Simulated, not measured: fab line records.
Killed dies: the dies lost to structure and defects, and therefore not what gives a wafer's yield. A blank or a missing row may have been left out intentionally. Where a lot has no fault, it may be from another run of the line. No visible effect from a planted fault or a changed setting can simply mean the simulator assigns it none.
Chamber matching + flow nandHarc + NHARC_A_STAIRCASE_TRIM_220 on rieDiel-03: 4 sister chambers
The step chemistry O2, time 211.2 s. 8 wafers are shown with their chamber, then 7 later ones without.

== EACH WAFER AND ITS CHAMBER ==
| wafer  | chamber | showerheadPlenumPTorr (Torr) | drypumpMotorCurrentA (A) |
|--------|---------|------------------------------|--------------------------|
| L077.1 | 1       | 3.47                         | 6.3                      |
| L077.3 | 2       | 3.73                         | 6.0                      |
| L078.4 | 0       | 3.49                         | 6.1                      |
| L078.5 | 1       | 3.46                         | 6.3                      |
| L085.5 | 3       | 3.66                         | 6.2                      |
| L085.6 | 0       | 3.48                         | 6.1                      |
| L087.3 | 2       | 3.72                         | 6.0                      |
| L087.5 | 3       | 3.65                         | 6.3                      |

== WAFERS WITHOUT THEIR CHAMBER ==
| wafer  | showerheadPlenumPTorr (Torr) | drypumpMotorCurrentA (A) |
|--------|------------------------------|--------------------------|
| L087.6 | 3.48                         | 6.0                      |
| L091.1 | 3.44                         | 6.3                      |
| L091.2 | 3.47                         | 6.1                      |
| L091.4 | 3.71                         | 6.1                      |
| L092.1 | 3.71                         | 6.0                      |
| L092.3 | 3.65                         | 6.2                      |
| L092.5 | 3.65                         | 6.2                      |

== THE CHAMBER EACH PASSED THROUGH ==
| wafer  | from the rows above | in truth |
|--------|---------------------|----------|
| L087.6 | 0                   | 0        |
| L091.1 | 1                   | 1        |
| L091.2 | 0                   | 0        |
| L091.4 | 2                   | 2        |
| L092.1 | 2                   | 2        |
| L092.3 | 3                   | 3        |
| L092.5 | 3                   | 3        |
7 of 7 placed correctly. From these rows, 0 cannot be placed. Wrongly placed: 0.
How it was worked out, from the rows above alone: a wafer's distance from a chamber is the root of the sum, over the readings, of the square of ((its reading less the chamber's mean) divided by the reading's scatter). The wafer belongs to the nearest chamber; if the next one is less than 2 further off, it can't be placed. Each chamber's mean is taken over the wafers shown for it. How the scatter is found: for the shown wafers, subtract from each reading the mean of its chamber, square and add these, divide the total by (wafers less chambers), then take the root.
